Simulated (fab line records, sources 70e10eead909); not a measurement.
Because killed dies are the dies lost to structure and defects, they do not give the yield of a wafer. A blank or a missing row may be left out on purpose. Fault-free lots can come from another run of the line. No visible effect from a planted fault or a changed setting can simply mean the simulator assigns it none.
Which of the tools did it?    flow nand-harc    36 wafers from 12 lots sampled at 7 of the route's 1302 steps

WHAT THE GAUGES SHOWED, per wafer
NHARC_P_STI_INSPECT_25. Usual: raw-defect-count 219, standard deviation 87.
lot   measured      on                 raw-defect-count  flag
L367  day 4 18:10   defect-inspect-02  152 213 193       
L368  day 5 10:23   defect-inspect-02  203 205 208       
L371  day 6 16:01   defect-inspect-01  191 198 365       
L372  day 7 06:17   defect-inspect-02  228 215 135       
L373  day 7 12:59   defect-inspect-01  309 196 425       
L374  day 7 23:47   defect-inspect-02  140 120 117       
L383  day 11 09:37  defect-inspect-02  457 307 279       
L384  day 11 20:13  defect-inspect-02  211 301 217       
L385  day 12 06:02  defect-inspect-01  166 152 324       
L386  day 12 19:38  defect-inspect-01  150 195 182       
L387  day 13 09:23  defect-inspect-02  356 188 264       
L388  day 13 09:23  defect-inspect-01  264 269 427       

NHARC_P_GATE_CD_MEAS_26 targets a cd of 120 nm. Usual: cd-nm 120.0 nm, standard deviation 0.72.
lot   measured      on         cd-nm (nm)                     flag
L367  day 5 19:46   cd-sem-01  119.8 119.8 119.0              
L368  day 6 10:55   cd-sem-01  120.0 119.7 120.3              
L371  day 7 17:08   cd-sem-03  120.1 120.2 119.8              
L372  day 8 09:32   cd-sem-03  120.0 119.3 118.7              
L373  day 8 13:52   cd-sem-01  120.4 120.2 120.2              
L374  day 8 23:14   cd-sem-02  93.3 92.4 92.2 93.7 92.5 92.4  OFF
L383  day 12 15:14  cd-sem-01  119.7 119.9 120.4              
L384  day 12 19:47  cd-sem-03  119.6 119.9 120.2              
L385  day 13 08:08  cd-sem-03  120.7 120.2 120.7              
L386  day 14 00:34  cd-sem-02  119.8 120.7 119.8              
L387  day 14 10:38  cd-sem-02  120.5 122.1 121.0              
L388  day 14 11:18  cd-sem-01  120.6 120.4 121.2              

NHARC_P_GATE_INSPECT_28. Usual: raw-defect-count 6.4, standard deviation 2.8.
lot   measured      on                 raw-defect-count  flag
L367  day 5 19:53   defect-inspect-01  4 8 5             
L368  day 6 11:03   defect-inspect-01  7 4 8             
L371  day 7 17:14   defect-inspect-01  6 4 6             
L372  day 8 09:39   defect-inspect-01  5 3 6             
L373  day 8 13:59   defect-inspect-02  4 10 8            
L374  day 9 01:22   defect-inspect-01  8 10 10           
L383  day 12 15:21  defect-inspect-02  5 7 6             
L384  day 12 19:55  defect-inspect-02  4 3 9             
L385  day 13 08:15  defect-inspect-02  9 10 3            
L386  day 14 00:41  defect-inspect-01  2 1 8             
L387  day 14 10:46  defect-inspect-01  8 13 13           
L388  day 14 11:25  defect-inspect-02  6 4 9             

NHARC_P_GATE_CD_MEAS_33. Usual: cd-nm 120 nm, standard deviation 3.5.
lot   measured      on         cd-nm (nm)         flag
L367  day 5 20:45   cd-sem-01  118 121 118        
L368  day 6 11:55   cd-sem-02  123 120 122        
L371  day 7 18:07   cd-sem-02  120 125 118        
L372  day 8 10:31   cd-sem-03  124 118 116        
L373  day 8 14:50   cd-sem-01  128 116 117        
L374  day 9 02:16   cd-sem-01  95 98 90 95 99 90  OFF
L383  day 12 16:13  cd-sem-01  124 124 123        
L384  day 12 20:47  cd-sem-02  122 118 124        
L385  day 13 09:07  cd-sem-03  118 119 119        
L386  day 14 01:43  cd-sem-02  116 125 118        
L387  day 14 11:38  cd-sem-03  116 123 120        
L388  day 14 12:17  cd-sem-01  123 120 123        

NHARC_END_SORT_01. Usual: killed-at-array 59, standard deviation 20; killed-at-other 0.8, standard deviation 1.1; killed-at-periphery 5, standard deviation 3.1; killed-dies 64, standard deviation 21; killed-open 3.4, standard deviation 1.9; killed-short 2.3, standard deviation 1.7.
lot   measured      on         killed-at-array  killed-at-other  killed-at-periphery  killed-dies  killed-open  killed-short  flag
L367  day 25 00:37  prober-02  91 76 68         1 1 0            4 4 4                96 81 72     2 6 2        1 2 1         
L371  day 26 12:14  prober-02  38 43 47         0 1 1            4 4 2                42 48 50     3 6 7        0 1 2         
L374  day 29 10:00  prober-02  53 62 53         0 0 0            529 351 605          582 413 658  2 2 2        2 1 2         OFF
L386  day 33 13:53  prober-02  55 59 74         2 4 1            5 4 4                62 67 79     6 6 2        1 0 7         

WHAT TOOL EACH LOT RAN ON (gives the tool, then ch and the chambers of the sampled wafers, and finally the start)
lot   NHARC_P_GATE_DESCUM_13              NHARC_P_GATE_EXPOSE_23
L367  rie-diel-10 ch 2,3, day 5 03:08     arfi-scanner-02 ch 0, day 5 19:38
L368  rie-diel-06 ch 1,2,3, day 5 18:50   arfi-scanner-03 ch 0, day 6 10:47
L371  rie-diel-10 ch 0,2,3, day 7 00:31   arfi-scanner-03 ch 0, day 7 16:59
L372  rie-diel-09 ch 0,2,3, day 7 15:16   arfi-scanner-02 ch 0, day 8 09:23
L373  rie-diel-09 ch 0,1,3, day 7 22:36   arfi-scanner-03 ch 0, day 8 13:43
L374  rie-diel-10 ch 0,3, day 8 08:23     arfi-scanner-03 ch 0, day 8 23:06
L383  rie-diel-06 ch 1,2,3, day 11 21:32  arfi-scanner-03 ch 0, day 12 15:05
L384  rie-diel-09 ch 0,2, day 12 05:57    arfi-scanner-03 ch 0, day 12 19:39
L385  rie-diel-09 ch 1,2, day 12 14:58    arfi-scanner-01 ch 0, day 13 07:59
L386  rie-diel-10 ch 0,2,3, day 13 04:27  arfi-scanner-03 ch 0, day 14 00:26
L387  rie-diel-09 ch 3, day 13 18:14      arfi-scanner-02 ch 0, day 14 10:30
L388  rie-diel-10 ch 1,2, day 13 18:22    arfi-scanner-01 ch 0, day 14 11:10
- NHARC_P_GATE_DESCUM_13: chemistry O2, time 3 s.
- NHARC_P_GATE_EXPOSE_23: exposes mask P GATE, target cd 120 nm.

WHAT THE TOOLS THEMSELVES READ (means of the sampled wafers that have a number; where no wafer has one, the mark that the record gives instead)
NHARC_P_GATE_DESCUM_13. Usual: drypump-motor-current-A 6.0 A, standard deviation 0.44; oes-product-au 0.998 a.u., standard deviation 0.015; rf-vpp-V 57.9 V, standard deviation 0.79; showerhead-plenum-p-Torr 1.92 Torr, standard deviation 0.057; throttle-valve-pct 11.310 %, standard deviation 0.0081.
lot   tool         drypump-motor-current-A (A)  oes-product-au (a.u.)  rf-vpp-V (V)  showerhead-plenum-p-Torr (Torr)  throttle-valve-pct (%)  flag
L367  rie-diel-10  6.3                          0.991                  58.1          1.91                             11.302                  
L368  rie-diel-06  6.2                          1.007                  57.8          1.93                             11.313                  
L371  rie-diel-10  6.4                          0.989                  57.4          1.94                             11.307                  
L372  rie-diel-09  5.6                          1.015                  57.7          1.91                             11.313                  
L373  rie-diel-09  5.5                          1.004                  57.9          1.92                             11.311                  
L374  rie-diel-10  6.2                          0.990                  57.9          1.95                             11.313                  
L383  rie-diel-06  6.2                          0.994                  58.6          1.93                             11.305                  
L384  rie-diel-09  5.6                          1.013                  58.4          1.87                             11.311                  
L385  rie-diel-09  5.5                          1.012                  58.1          1.93                             11.318                  
L386  rie-diel-10  6.4                          0.994                  57.6          1.93                             11.310                  
L387  rie-diel-09  5.5                          0.995                  58.3          1.98                             11.311                  
L388  rie-diel-10  6.2                          0.988                  58.0          1.87                             11.309                  

THE ANSWER, worked out from the rows above alone
Rule: a lot counts as off when the mean over its wafers that have a number is more than 3 standard deviations away from the usual mean. Also off: a lot with no number at a reading for which 4 or more lots have one. Where the step has rows for the other lots, those lots are counted as sound. Order of review: gauges by route order, followed by the tools' own readings, for which a lot's mean as printed above is used. The first step at which some lot is off is used, and at that step the reading that is off furthest; a lot without a number counts as furthest.
Off, at NHARC_P_GATE_CD_MEAS_26 on cd-nm: L374.
A tool fits if, at a process step before that reading, it ran every lot that is off, and no sound lot after the first of them. The gauges at NHARC_P_GATE_CD_MEAS_26 aren't tried: what is off there is off at NHARC_P_GATE_CD_MEAS_33 too, on other tools, and a gauge's error can't cause that. Of those tried, none fits.

WHAT THE SIMULATOR PUT IN
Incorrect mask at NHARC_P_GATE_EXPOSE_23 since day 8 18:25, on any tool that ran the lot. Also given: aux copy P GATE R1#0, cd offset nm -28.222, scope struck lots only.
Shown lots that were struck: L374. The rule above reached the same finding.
